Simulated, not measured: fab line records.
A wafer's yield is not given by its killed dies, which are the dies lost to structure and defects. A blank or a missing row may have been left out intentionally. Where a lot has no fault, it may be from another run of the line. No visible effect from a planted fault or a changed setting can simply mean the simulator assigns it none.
Chamber matching :: flow nandHarc :: 4 sister chambers for NHARC_A_CONTACT_ALD_18 on aldMetal-02
The step deposits TiN, target thk 3 nm, pulse time 1 s, ald cycles 150. 18 wafers are shown with their chamber, then 9 later ones without.

== WAFERS PAIRED WITH THEIR CHAMBERS ==
wafer: L077.4
chamber: 2
heaterPowerW (W): 1286
precursorPulseHeightRel: 1.024
susceptorTempC (C): 449.85

wafer: L077.5
chamber: 3
heaterPowerW (W): 1098
precursorPulseHeightRel: 1.001
susceptorTempC (C): 450.08

wafer: L077.6
chamber: 2
heaterPowerW (W): 1256
precursorPulseHeightRel: 0.989
susceptorTempC (C): 450.26

wafer: L076.1
chamber: 1
heaterPowerW (W): 1351
precursorPulseHeightRel: 1.014
susceptorTempC (C): 449.89

wafer: L076.2
chamber: 0
heaterPowerW (W): 922
precursorPulseHeightRel: 1.012
susceptorTempC (C): 450.15

wafer: L076.5
chamber: 3
heaterPowerW (W): 1097
precursorPulseHeightRel: 1.002
susceptorTempC (C): 450.40

wafer: L078.3
chamber: 2
heaterPowerW (W): 1289
precursorPulseHeightRel: 0.965
susceptorTempC (C): 450.05

wafer: L078.5
chamber: 2
heaterPowerW (W): 1285
precursorPulseHeightRel: 1.018
susceptorTempC (C): 450.20

wafer: L078.6
chamber: 3
heaterPowerW (W): 1105
precursorPulseHeightRel: 1.042
susceptorTempC (C): 449.79

wafer: L080.4
chamber: 1
heaterPowerW (W): 1336
precursorPulseHeightRel: 1.032
susceptorTempC (C): 450.25

wafer: L080.5
chamber: 2
heaterPowerW (W): 1292
precursorPulseHeightRel: 0.987
susceptorTempC (C): 450.12

wafer: L080.6
chamber: 3
heaterPowerW (W): 1090
precursorPulseHeightRel: 1.020
susceptorTempC (C): 449.94

wafer: L083.1
chamber: 3
heaterPowerW (W): 1113
precursorPulseHeightRel: 1.034
susceptorTempC (C): 450.35

wafer: L083.2
chamber: 2
heaterPowerW (W): 1252
precursorPulseHeightRel: 0.996
susceptorTempC (C): 449.99

wafer: L083.3
chamber: 0
heaterPowerW (W): 934
precursorPulseHeightRel: 0.993
susceptorTempC (C): 450.11

wafer: L086.1
chamber: 1
heaterPowerW (W): 1312
precursorPulseHeightRel: 1.024
susceptorTempC (C): 449.87

wafer: L086.2
chamber: 3
heaterPowerW (W): 1123
precursorPulseHeightRel: 1.011
susceptorTempC (C): 449.64

wafer: L086.5
chamber: 2
heaterPowerW (W): 1204
precursorPulseHeightRel: 0.997
susceptorTempC (C): 450.40

SIGNATURES (means of the wafers above)
reading: heaterPowerW
chamber 0: 928.00
chamber 1: 1333.00
chamber 2: 1266.29
chamber 3: 1104.33
scatter within a chamber: 23.4

reading: precursorPulseHeightRel
chamber 0: 1.00250
chamber 1: 1.02333
chamber 2: 0.99657
chamber 3: 1.01833
scatter within a chamber: 0.0172

reading: susceptorTempC
chamber 0: 450.1300
chamber 1: 450.0033
chamber 2: 450.1243
chamber 3: 450.0333
scatter within a chamber: 0.232
Rule: for a wafer and a chamber, the distance is found by dividing, reading by reading, the gap between the wafer's reading and the chamber's mean by the reading's scatter, squaring, summing and taking the root. The wafer belongs to the nearest chamber; if the next one is less than 2 further off, it can't be placed. How the scatter is found: for the shown wafers, subtract from each reading the mean of its chamber, square and add these, divide the total by (wafers less chambers), then take the root.

== WAFERS MISSING THEIR CHAMBER ==
wafer: L088.1
heaterPowerW (W): 920
precursorPulseHeightRel: 1.013
susceptorTempC (C): 449.92

wafer: L088.5
heaterPowerW (W): 1272
precursorPulseHeightRel: 1.011
susceptorTempC (C): 450.41

wafer: L088.6
heaterPowerW (W): 1295
precursorPulseHeightRel: 0.992
susceptorTempC (C): 450.04

wafer: L093.1
heaterPowerW (W): 892
precursorPulseHeightRel: 1.008
susceptorTempC (C): 449.77

wafer: L093.2
heaterPowerW (W): 1130
precursorPulseHeightRel: 0.986
susceptorTempC (C): 450.17

wafer: L093.4
heaterPowerW (W): 1258
precursorPulseHeightRel: 0.994
susceptorTempC (C): 450.36

wafer: L097.2
heaterPowerW (W): 1317
precursorPulseHeightRel: 0.973
susceptorTempC (C): 450.10

wafer: L097.5
heaterPowerW (W): 1314
precursorPulseHeightRel: 0.996
susceptorTempC (C): 450.09

wafer: L097.6
heaterPowerW (W): 939
precursorPulseHeightRel: 0.978
susceptorTempC (C): 449.99

== WHICH CHAMBER EACH WENT THROUGH ==
wafer: L088.1
from the rows above: 0
in truth: 0

wafer: L088.5
from the rows above: can't be placed: 2 or 1
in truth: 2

wafer: L088.6
from the rows above: can't be placed: 2 or 1
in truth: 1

wafer: L093.1
from the rows above: 0
in truth: 0

wafer: L093.2
from the rows above: 3
in truth: 3

wafer: L093.4
from the rows above: 2
in truth: 2

wafer: L097.2
from the rows above: can't be placed: 2 or 1
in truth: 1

wafer: L097.5
from the rows above: can't be placed: 1 or 2
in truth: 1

wafer: L097.6
from the rows above: 0
in truth: 0
Correctly placed: 5 of 9. Cannot be placed on the basis of these rows: 4; the candidates contain the true chamber in 4. Placed wrongly: 0.
